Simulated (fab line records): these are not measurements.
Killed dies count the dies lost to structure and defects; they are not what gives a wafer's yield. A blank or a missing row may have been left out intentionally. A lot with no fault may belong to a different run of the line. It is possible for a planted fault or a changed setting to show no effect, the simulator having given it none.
Which tool did it? :: flow n5-finfet :: 9 lots, 27 wafers sampled, at 6 steps of a route of 1938

WHAT THE GAUGES SHOWED, per wafer
N5_HKMG_FIN_CD_MEAS_12 targets a cd of 92.8 nm.
lot: L844
measured: day 4 11:29
on: cd-sem-02
cd-nm (nm): 92.4 92.7 92.3

lot: L847
measured: day 5 12:06
on: cd-sem-02
cd-nm (nm): 92.3 92.8 92.8

lot: L849
measured: day 5 17:58
on: cd-sem-01
cd-nm (nm): 102.9 104.0 102.9

lot: L851
measured: day 6 10:02
on: cd-sem-03
cd-nm (nm): 103.2 103.9 103.1

lot: L860
measured: day 8 08:56
on: cd-sem-03
cd-nm (nm): 92.4 92.2 93.9

lot: L861
measured: day 8 15:38
on: cd-sem-02
cd-nm (nm): 93.3 92.7 92.5

lot: L864
measured: day 9 09:24
on: cd-sem-02
cd-nm (nm): 92.0 91.8 91.5

lot: L865
measured: day 10 00:05
on: cd-sem-01
cd-nm (nm): 92.4 92.9 91.7

lot: L866
measured: day 10 00:32
on: cd-sem-03
cd-nm (nm): 92.8 91.5 92.2

N5_BEOL_M4_RC_MEAS_101.
lot: L844
measured: day 8 15:54
on: prober-02
DIBL_N (mV/V): 34.8 35.0 33.1
DIBL_P (mV/V): 32.0 32.7 30.1
IOFF_N (nA/um): 0.13 0.14 0.11
IOFF_P (nA/um): 0.19 0.20 0.17
ION_N (uA/um): 679 682 672
ION_P (uA/um): 472 478 470
SS_N (mV/dec): 70.9 71.0 70.0
SS_P (mV/dec): 72.6 72.5 72.6
VT_N (mV): 250 249 253
VT_P (mV): -248 -250 -251

lot: L847
measured: day 9 08:56
on: prober-02
DIBL_N (mV/V): 39.0 32.9 37.2
DIBL_P (mV/V): 37.7 31.1 35.9
IOFF_N (nA/um): 0.24 0.12 0.20
IOFF_P (nA/um): 0.23 0.15 0.21
ION_N (uA/um): 679 672 688
ION_P (uA/um): 456 463 465
SS_N (mV/dec): 72.0 70.8 72.7
SS_P (mV/dec): 74.2 72.4 73.9
VT_N (mV): 245 255 245
VT_P (mV): -248 -252 -248

lot: L849
measured: day 9 10:58
on: prober-01
DIBL_N (mV/V): 34.8 37.2 34.0
DIBL_P (mV/V): 33.8 36.0 32.3
IOFF_N (nA/um): 0.13 0.16 0.12
IOFF_P (nA/um): 0.16 0.18 0.13
ION_N (uA/um): 664 678 660
ION_P (uA/um): 456 457 448
SS_N (mV/dec): 71.1 71.7 70.9
SS_P (mV/dec): 73.1 73.2 71.5
VT_N (mV): 251 248 255
VT_P (mV): -257 -253 -257

lot: L851
measured: day 10 10:04
on: prober-01
DIBL_N (mV/V): 35.4 33.4 37.0
DIBL_P (mV/V): 34.8 32.0 37.2
IOFF_N (nA/um): 0.16 0.12 0.20
IOFF_P (nA/um): 0.21 0.17 0.26
ION_N (uA/um): 662 666 682
ION_P (uA/um): 463 464 465
SS_N (mV/dec): 71.6 71.6 73.0
SS_P (mV/dec): 72.6 72.0 73.6
VT_N (mV): 246 251 245
VT_P (mV): -248 -251 -245

lot: L860
measured: day 12 05:58
on: prober-01
DIBL_N (mV/V): 33.1 32.3 33.5
DIBL_P (mV/V): 32.2 31.9 33.4
IOFF_N (nA/um): 0.11 0.11 0.13
IOFF_P (nA/um): 0.15 0.15 0.16
ION_N (uA/um): 662 682 668
ION_P (uA/um): 448 472 456
SS_N (mV/dec): 69.8 70.4 71.0
SS_P (mV/dec): 71.9 73.0 72.7
VT_N (mV): 252 253 251
VT_P (mV): -255 -253 -251

lot: L861
measured: day 12 19:44
on: prober-01
DIBL_N (mV/V): 33.2 36.7 34.9
DIBL_P (mV/V): 32.4 37.0 35.9
IOFF_N (nA/um): 0.11 0.16 0.14
IOFF_P (nA/um): 0.15 0.20 0.20
ION_N (uA/um): 670 692 669
ION_P (uA/um): 451 469 463
SS_N (mV/dec): 70.2 71.6 70.1
SS_P (mV/dec): 72.3 73.0 73.3
VT_N (mV): 255 251 251
VT_P (mV): -254 -251 -251

lot: L864
measured: day 13 15:49
on: prober-01
DIBL_N (mV/V): 40.6 38.2 36.6
DIBL_P (mV/V): 40.7 37.9 36.7
IOFF_N (nA/um): 0.28 0.23 0.18
IOFF_P (nA/um): 0.31 0.25 0.22
ION_N (uA/um): 709 708 702
ION_P (uA/um): 480 479 478
SS_N (mV/dec): 73.2 72.2 72.0
SS_P (mV/dec): 74.6 73.6 73.9
VT_N (mV): 241 244 246
VT_P (mV): -246 -245 -247

lot: L865
measured: day 14 15:19
on: prober-01
DIBL_N (mV/V): 35.5 32.7 35.4
DIBL_P (mV/V): 35.0 31.9 36.6
IOFF_N (nA/um): 0.15 0.11 0.16
IOFF_P (nA/um): 0.23 0.18 0.25
ION_N (uA/um): 676 672 688
ION_P (uA/um): 468 472 474
SS_N (mV/dec): 71.7 70.3 71.5
SS_P (mV/dec): 73.1 71.7 72.9
VT_N (mV): 254 254 249
VT_P (mV): -243 -247 -244

lot: L866
measured: day 14 14:02
on: prober-02
DIBL_N (mV/V): 38.0 36.1 36.0
DIBL_P (mV/V): 40.0 37.1 36.9
IOFF_N (nA/um): 0.22 0.18 0.17
IOFF_P (nA/um): 0.26 0.23 0.21
ION_N (uA/um): 710 701 689
ION_P (uA/um): 477 476 467
SS_N (mV/dec): 72.6 71.7 71.4
SS_P (mV/dec): 73.7 73.3 73.6
VT_N (mV): 242 247 246
VT_P (mV): -247 -250 -250

TOOL THAT RAN EACH LOT (tool first, then ch and the chambers of the sampled wafers, then the start)
lot: L844
N5_HKMG_FIN_DESCUM_53: rie-diel-05 ch 0,2, day 4 08:00
N5_HKMG_FIN_STRIP_60: plasma-asher-02 ch 0,1, day 4 09:00
N5_HKMG_FIN_ALD_79: ald-metal-01 ch 0,1,2, day 4 09:22
N5_HKMG_FIN_PEB_10: litho-track-05 ch 0, day 4 11:25

lot: L847
N5_HKMG_FIN_DESCUM_53: rie-diel-01 ch 0,1,3, day 5 08:08
N5_HKMG_FIN_STRIP_60: plasma-asher-02 ch 1, day 5 09:46
N5_HKMG_FIN_ALD_79: ald-metal-04 ch 0,1, day 5 10:19
N5_HKMG_FIN_PEB_10: litho-track-05 ch 0, day 5 12:02

lot: L849
N5_HKMG_FIN_DESCUM_53: rie-diel-01 ch 0,2, day 5 14:21
N5_HKMG_FIN_STRIP_60: plasma-asher-01 ch 0,1, day 5 15:34
N5_HKMG_FIN_ALD_79: ald-metal-01 ch 0,1, day 5 16:04
N5_HKMG_FIN_PEB_10: litho-track-05 ch 0, day 5 17:55

lot: L851
N5_HKMG_FIN_DESCUM_53: rie-diel-05 ch 0,1,2, day 6 06:49
N5_HKMG_FIN_STRIP_60: plasma-asher-02 ch 0,1, day 6 07:41
N5_HKMG_FIN_ALD_79: ald-metal-04 ch 0,2,3, day 6 08:14
N5_HKMG_FIN_PEB_10: litho-track-05 ch 0, day 6 09:58

lot: L860
N5_HKMG_FIN_DESCUM_53: rie-diel-01 ch 0,2, day 8 05:39
N5_HKMG_FIN_STRIP_60: plasma-asher-02 ch 0,1, day 8 06:31
N5_HKMG_FIN_ALD_79: ald-metal-03 ch 1,2, day 8 07:01
N5_HKMG_FIN_PEB_10: litho-track-02 ch 0, day 8 08:52

lot: L861
N5_HKMG_FIN_DESCUM_53: rie-diel-01 ch 1,2, day 8 12:28
N5_HKMG_FIN_STRIP_60: plasma-asher-02 ch 0,1, day 8 13:20
N5_HKMG_FIN_ALD_79: ald-metal-01 ch 0,1, day 8 13:50
N5_HKMG_FIN_PEB_10: litho-track-04 ch 0, day 8 15:34

lot: L864
N5_HKMG_FIN_DESCUM_53: rie-diel-01 ch 0,1, day 9 05:59
N5_HKMG_FIN_STRIP_60: plasma-asher-02 ch 0,1, day 9 06:52
N5_HKMG_FIN_ALD_79: ald-metal-01 ch 1,2,3, day 9 07:21
N5_HKMG_FIN_PEB_10: litho-track-02 ch 0, day 9 09:20

lot: L865
N5_HKMG_FIN_DESCUM_53: rie-diel-05 ch 0,1,3, day 9 20:49
N5_HKMG_FIN_STRIP_60: plasma-asher-02 ch 0,1, day 9 21:43
N5_HKMG_FIN_ALD_79: ald-metal-03 ch 0,1,2, day 9 22:13
N5_HKMG_FIN_PEB_10: litho-track-02 ch 0, day 10 00:01

lot: L866
N5_HKMG_FIN_DESCUM_53: rie-diel-03 ch 0,1,2, day 9 21:11
N5_HKMG_FIN_STRIP_60: plasma-asher-01 ch 0,1, day 9 22:04
N5_HKMG_FIN_ALD_79: ald-metal-04 ch 1,2,3, day 9 22:34
N5_HKMG_FIN_PEB_10: litho-track-05 ch 0, day 10 00:28
- N5_HKMG_FIN_DESCUM_53: chemistry O2, time 7.9 s.
- N5_HKMG_FIN_STRIP_60: strips in N2/H2, time 360 s.
- N5_HKMG_FIN_ALD_79: deposits TiN, target thk 1.5 nm, pulse time 1 s, purge time 3 s.
- N5_HKMG_FIN_PEB_10: peb time 60 s.

WHAT THE TOOLS THEMSELVES READ (means of the sampled wafers that have a number; where no wafer has one, the mark that the record gives instead)
N5_HKMG_FIN_DESCUM_53.
lot: L844
tool: rie-diel-05
drypump-motor-current-A (A): 5.8
oes-product-au (a.u.): 0.74
rf-vpp-V (V): 243.1
showerhead-plenum-p-Torr (Torr): 2.06
throttle-valve-pct (%): 20.44

lot: L847
tool: rie-diel-01
drypump-motor-current-A (A): 5.7
oes-product-au (a.u.): 0.77
rf-vpp-V (V): 243.4
showerhead-plenum-p-Torr (Torr): 2.10
throttle-valve-pct (%): 20.44

lot: L849
tool: rie-diel-01
drypump-motor-current-A (A): 6.2
oes-product-au (a.u.): 0.73
rf-vpp-V (V): 243.5
showerhead-plenum-p-Torr (Torr): 2.12
throttle-valve-pct (%): 20.44

lot: L851
tool: rie-diel-05
drypump-motor-current-A (A): 5.8
oes-product-au (a.u.): 0.88
rf-vpp-V (V): 243.5
showerhead-plenum-p-Torr (Torr): 2.09
throttle-valve-pct (%): 20.36

lot: L860
tool: rie-diel-01
drypump-motor-current-A (A): 6.2
oes-product-au (a.u.): 0.84
rf-vpp-V (V): 243.9
showerhead-plenum-p-Torr (Torr): 2.09
throttle-valve-pct (%): 20.36

lot: L861
tool: rie-diel-01
drypump-motor-current-A (A): 6.0
oes-product-au (a.u.): 0.84
rf-vpp-V (V): 244.5
showerhead-plenum-p-Torr (Torr): 2.19
throttle-valve-pct (%): 20.39

lot: L864
tool: rie-diel-01
drypump-motor-current-A (A): 6.1
oes-product-au (a.u.): 0.77
rf-vpp-V (V): 243.6
showerhead-plenum-p-Torr (Torr): 2.13
throttle-valve-pct (%): 20.43

lot: L865
tool: rie-diel-05
drypump-motor-current-A (A): 5.6
oes-product-au (a.u.): 0.85
rf-vpp-V (V): 242.9
showerhead-plenum-p-Torr (Torr): 2.08
throttle-valve-pct (%): 20.34

lot: L866
tool: rie-diel-03
drypump-motor-current-A (A): 5.6
oes-product-au (a.u.): 0.71
rf-vpp-V (V): 242.0
showerhead-plenum-p-Torr (Torr): 2.04
throttle-valve-pct (%): 20.60

N5_HKMG_FIN_STRIP_60.
lot: L844
tool: plasma-asher-02
drypump-motor-current-A (A): 5.6
h2-flow-sccm (sccm): 3238
heater-power-w (W): 471

lot: L847
tool: plasma-asher-02
drypump-motor-current-A (A): 5.6
h2-flow-sccm (sccm): 3243
heater-power-w (W): 475

lot: L849
tool: plasma-asher-01
drypump-motor-current-A (A): 5.3
h2-flow-sccm (sccm): 3259
heater-power-w (W): 465

lot: L851
tool: plasma-asher-02
drypump-motor-current-A (A): 5.5
h2-flow-sccm (sccm): 3254
heater-power-w (W): 465

lot: L860
tool: plasma-asher-02
drypump-motor-current-A (A): 5.6
h2-flow-sccm (sccm): 3251
heater-power-w (W): 476

lot: L861
tool: plasma-asher-02
drypump-motor-current-A (A): 5.5
h2-flow-sccm (sccm): 3252
heater-power-w (W): 473

lot: L864
tool: plasma-asher-02
drypump-motor-current-A (A): 5.6
h2-flow-sccm (sccm): 3248
heater-power-w (W): 467

lot: L865
tool: plasma-asher-02
drypump-motor-current-A (A): 5.6
h2-flow-sccm (sccm): 3246
heater-power-w (W): 464

lot: L866
tool: plasma-asher-01
drypump-motor-current-A (A): 5.3
h2-flow-sccm (sccm): 3259
heater-power-w (W): 466

N5_HKMG_FIN_ALD_79.
lot: L844
tool: ald-metal-01
heater-power-w (W): 842
precursor-pulse-height-rel: 1.016

lot: L847
tool: ald-metal-04
heater-power-w (W): 877
precursor-pulse-height-rel: 1.001

lot: L849
tool: ald-metal-01
heater-power-w (W): 856
precursor-pulse-height-rel: 1.010

lot: L851
tool: ald-metal-04
heater-power-w (W): 892
precursor-pulse-height-rel: 1.001

lot: L860
tool: ald-metal-03
heater-power-w (W): 1021
precursor-pulse-height-rel: 0.991

lot: L861
tool: ald-metal-01
heater-power-w (W): 857
precursor-pulse-height-rel: 1.009

lot: L864
tool: ald-metal-01
heater-power-w (W): 852
precursor-pulse-height-rel: 1.011

lot: L865
tool: ald-metal-03
heater-power-w (W): 947
precursor-pulse-height-rel: 1.001

lot: L866
tool: ald-metal-04
heater-power-w (W): 910
precursor-pulse-height-rel: 1.002

THE ANSWER, worked out from the rows above alone
Rule: usual is defined by the lots themselves. The widest of any qualifying gaps counts: lots, ordered by their means at a reading, are off when they make up no more than a third of the lots, leave a main group of 4 or more, and stand apart from it by 3 or more times the standard deviation of that group's means. A main group whose means are all the same, to the digits that the tables above print for the reading, isn't used. Also off: a lot with no number at a reading for which 4 or more lots have one. Where the step has rows for the other lots, those lots are counted as sound. After the gauges, taken in route order, come the tools' own readings; for these a lot's mean is taken, as printed above. At the first step where some lot is off, the reading lying furthest off is the one used; lots without a number count as furthest.
Off at N5_HKMG_FIN_CD_MEAS_12 (cd-nm): L849, L851. For the main group the mean is 92.4 nm and the standard deviation 0.36.
A tool fits if, at a process step before that reading, it ran every lot that is off, and no sound lot after the first of them. Those tools and the gauges at N5_HKMG_FIN_CD_MEAS_12 are tried in the same way. Of those tried, none fits.

WHAT HAD BEEN PUT IN BY THE SIMULATOR
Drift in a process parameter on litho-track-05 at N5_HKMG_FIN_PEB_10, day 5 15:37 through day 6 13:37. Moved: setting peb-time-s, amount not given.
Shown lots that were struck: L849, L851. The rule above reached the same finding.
